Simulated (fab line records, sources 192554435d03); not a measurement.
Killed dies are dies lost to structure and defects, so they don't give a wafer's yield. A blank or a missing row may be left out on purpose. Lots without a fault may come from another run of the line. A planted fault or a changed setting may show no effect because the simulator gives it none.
Split-lot experiment | flow n5_finfet | 7 lots, 21 wafers read, on a route of 1938 steps

THE SPLIT
At N5_BEOL_M0_ETCH_138 (etches SiCN in CH3F/O2, target depth 12 nm, time 31.6 s), the setting source_w was moved away from the recipe's 395 W on 5 of the 21 wafers read, by -16.6% to +17.9%. The other wafers ran this setting at the recipe's value.

The reading is taken at the split's own step.

THE READING
rf_vpp_V, in V, at N5_BEOL_M0_ETCH_138 (etches SiCN in CH3F/O2, target depth 12 nm, time 31.6 s). Fault-free wafers of this fab line usually give 297.2 V, standard deviation 1.5 V.

wafer  | tool, chamber at the split | source_w as run, W | against the recipe | rf_vpp_V, V | against lot-mates on the recipe
L080.2 | rie_diel-02, 2             | 395                | recipe             | 296.1       | -
L080.3 | rie_diel-02, 1             | 395                | recipe             | 296.5       | -
L080.6 | rie_diel-02, 2             | 351.4              | -11.0%             | 307.5       | +11.2
L084.1 | rie_diel-04, 2             | 395                | recipe             | 295.6       | -
L084.4 | rie_diel-04, 1             | 395                | recipe             | 299.4       | -
L084.5 | rie_diel-04, 2             | 395                | recipe             | 297.7       | -
L086.2 | rie_diel-03, 3             | 462.2              | +17.0%             | 284.2       | -11.5
L086.3 | rie_diel-03, 1             | 395                | recipe             | 295.7       | -
L086.5 | rie_diel-03, 1             | 462.2              | +17.0%             | 280.0       | -15.7
L087.4 | rie_diel-03, 0             | 395                | recipe             | 297.7       | -
L087.5 | rie_diel-03, 3             | 465.8              | +17.9%             | 282.6       | -14.2
L087.6 | rie_diel-03, 2             | 395                | recipe             | 296.0       | -
L088.1 | rie_diel-03, 0             | 395                | recipe             | 296.3       | -
L088.4 | rie_diel-03, 1             | 395                | recipe             | 295.9       | -
L088.5 | rie_diel-03, 2             | 395                | recipe             | 297.3       | -
L091.1 | rie_diel-02, 2             | 395                | recipe             | 297.5       | -
L091.3 | rie_diel-02, 0             | 395                | recipe             | 295.7       | -
L091.6 | rie_diel-02, 0             | 395                | recipe             | 294.4       | -
L096.1 | rie_diel-02, 2             | 329.5              | -16.6%             | 314.9       | +17.8
L096.5 | rie_diel-02, 1             | 395                | recipe             | 296.6       | -
L096.6 | rie_diel-02, 2             | 395                | recipe             | 297.5       | -

THE FIT
A straight line over all 21 wafers: rf_vpp_V changes by -0.908 V for each +1% of source_w; r = -0.98; the points scatter about the line by 1.5 V.
The same after taking each lot's own level away (the mean of its wafers on the recipe; 21 wafers): -0.885 V for each +1%; r = -0.98; scatter 1.4 V.
On that fit, the largest move of source_w shifts the reading by 16 V.
The lots' own levels span 295.70 to 297.57 V, that is 1.2 times the standard deviation above.
So the lot-to-lot level changes the slope little: the two slopes agree.
Check: with one of the wafers moved furthest among these (+17.9%) left out of the fit, the line predicts -15.9 V for it against its lot-mates. It came out at -14.2 V against them.
Tool readings at the split's step, against how far the setting was moved: rf_vpp_V r = -0.98.

OTHER SPLITS ON THESE WAFERS
These wafers also went through other splits before the reading. Each is held against what the fit with the lots' levels taken away leaves over:
other split on the same wafers         | wafers away from the commonest value | r with rf_vpp_V (lot level and that fit taken away)
N5_SD_EPI_P_EPI_21 time_s              | 7                                    | -0.19
N5_HKMG_FIN_DEVELOP_48 develop_time_s  | 10                                   | -0.04
N5_GATE_CUT_ALD_22 ald_cycles          | 6                                    | -0.28
N5_MOL_CONTACT_COAG_ALD_27 ald_cycles  | 8                                    | -0.32
N5_MOL_CONTACT_COAG_ALD_133 ald_cycles | 8                                    | -0.11
N5_MOL_CONTACT_COAG_ETCH_67 source_w   | 8                                    | +0.33

THE FILE'S OWN FIT
rf_vpp_V changes by -0.901 V for each +1% of source_w, r = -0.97.
